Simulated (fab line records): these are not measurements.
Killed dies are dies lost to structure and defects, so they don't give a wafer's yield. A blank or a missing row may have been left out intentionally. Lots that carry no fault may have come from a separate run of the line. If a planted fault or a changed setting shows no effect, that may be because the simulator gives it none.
Struck lot and sound lot, side by side -- flow n5-finfet -- 15 out of 1938 route steps
Sound: these wafers, L600.1, L600.2, L600.4. Struck: wafers L611.3, L611.6 (left out: L611.1, a lot-mate that was not struck); the cause follows at the end.
Per side, at each step with rows, come the tool, then ch with its chambers, and then its first start. Under that, the readings that differ: sound wafers -- struck wafers -- difference of the means -- sigmas: that difference in standard deviations of wafers without a fault.
alike: words and numbers the same on both sides, and readings whose means are apart by under 2 such deviations; not compared: readings that were withheld, readings missing a value for some wafer, numbers with overlapping values and no deviation given by the record, and bounds like >300 which may hide the same value.
Wherever a step has rows on one side only, a row that says differs or no value, or a row with sigmas, the two part there. Non-overlapping numbers with no deviation appear without sigmas and do not part them. A reading that every wafer of one side lacks parts them only if that side has two wafers or more.

first, 4 steps without rows for these wafers: N5_MOL_CONTACT_COAG_SOFTBAKE_79 (time 60 s); N5_MOL_CONTACT_COAG_EXPOSE_81 (exposes mask VG, defocus 0 nm); N5_MOL_CONTACT_COAG_PEB_82 (peb time 60 s); N5_MOL_CONTACT_COAG_DEVELOP_83 (develop time 30 s).
N5_MOL_CONTACT_COAG_CD_MEAS_84 targets a cd of 25.1 nm.
  sound on cd-sem-02 ch 0, day 6 05:34; struck on cd-sem-03 ch 0, day 9 10:26
  alike: cd-nm
N5_MOL_CONTACT_COAG_OVL_MEAS_85:
  sound on overlay-01 ch 0, day 6 05:35; struck on overlay-02 ch 0, day 9 10:28
  alike: VG_OVL
N5_MOL_CONTACT_COAG_INSPECT_57: inspects for defects (brightfield).
  sound on defect-inspect-01 at day 6 05:39; struck on defect-inspect-02 at day 9 10:31
  alike: raw-defect-count
N5_MOL_CONTACT_COAG_DESCUM_88: chemistry O2, time 7 s.
  sound on rie-diel-02 ch 0,1,3, day 6 05:41; struck on rie-diel-05 ch 1, day 9 11:34
reading,sound,struck,difference,sigmas
drypump-motor-current-A (A),5.8 6.0 5.7,4.8 4.8,-1.0,-2
  alike: bias-power-w, oes-product-au, rf-vpp-V, showerhead-plenum-p-Torr, throttle-valve-pct
  not compared: rf-hours-counter-h
N5_MOL_CONTACT_COAG_ETCH_89: etches underlayer in N2/H2, target depth 13 nm, time 10.4 s.
  sound on rie-diel-02 ch 0,1,3, day 6 05:43; struck on rie-diel-05 ch 1, day 9 11:36
  alike: drypump-motor-current-A, etch-rf-on-time-s, h2-flow-sccm, n2-flow-sccm, oes-product-au, rf-vpp-V, showerhead-plenum-p-Torr, throttle-valve-pct
  not compared: rf-hours-counter-h
N5_MOL_CONTACT_COAG_ETCH_90: etches SiARC in CF4, target depth 13 nm, time 21.7 s.
  sound on rie-diel-02 ch 0,1,3, day 6 05:44; struck on rie-diel-05 ch 1, day 9 11:37
reading,sound,struck,difference,sigmas
drypump-motor-current-A (A),5.8 6.0 5.7,4.8 4.8,-1.0,-2
  alike: etch-rf-on-time-s, oes-product-au, rf-vpp-V, showerhead-plenum-p-Torr, throttle-valve-pct
  not compared: rf-hours-counter-h
N5_MOL_CONTACT_COAG_ALD_131: deposits SiO2, target thk 5 nm, pulse time 1 s, co reactant pulse time 1 s.
  sound on ald-sin-01 ch 0,2,3, day 6 05:49; struck on ald-sin-04 ch 0,3, day 9 11:44
  alike: heater-power-w, precursor-pulse-height-rel
N5_MOL_CONTACT_COAG_ETCHBACK_132: etches SiO2 in CHF3, target depth 10 nm, time 6.7 s.
  sound on rie-diel-02 ch 0,1,3, day 6 06:00; struck on rie-diel-02 ch 3, day 9 12:03
  alike: drypump-motor-current-A, oes-product-au, rf-vpp-V, showerhead-plenum-p-Torr, throttle-valve-pct
  not compared: rf-hours-counter-h
N5_MOL_CONTACT_COAG_ETCH_91: etches SOC in N2/H2, target depth 60 nm, overetch 21 nm, time 101.2 s.
  sound on rie-diel-02 ch 0,1,3, day 6 06:02; struck on rie-diel-02 ch 3, day 9 12:05
reading,sound,struck,difference,sigmas
run-length-s (s),124.1 124.3 124.4,165.8 165.6,+41.4,+86
model.SiARC_of_MOL_CONTACT_COAG_COAT_76.thk-nm (nm),5.8 5.6 5.8,4.2 4.2,-1.5,
  alike: drypump-motor-current-A, h2-flow-sccm, n2-flow-sccm, oes-product-au, rf-vpp-V, showerhead-plenum-p-Torr, throttle-valve-pct
  not compared: rf-hours-counter-h
then, 1 step without rows for these wafers: N5_MOL_CONTACT_COAG_STRIP_92 (strips in N2/H2).
-- a jump in the record: the struck wafers' starts before and after are 3 days apart (it breaks off in module MOL_CONTACT_COAG and resumes in module BEOL_M4, where the first step shown is number 1111 of the route) --
N5_BEOL_M4_RC_MEAS_101:
  sound on prober-01 ch 0, day 9 03:48; struck on prober-01 ch 0, day 12 04:24
reading,sound,struck,difference,sigmas
VT_P (mV),-251 -249 -248,-257 -256,-7,-2
  alike: DIBL_N, DIBL_P, IOFF_N, IOFF_P, ION_N, ION_P, SS_N, SS_P, VT_N

## WHERE THEY PART
Last at N5_BEOL_M4_RC_MEAS_101 as far as this record goes, first at N5_MOL_CONTACT_COAG_DESCUM_88.

WHY: what had been put in by the simulator
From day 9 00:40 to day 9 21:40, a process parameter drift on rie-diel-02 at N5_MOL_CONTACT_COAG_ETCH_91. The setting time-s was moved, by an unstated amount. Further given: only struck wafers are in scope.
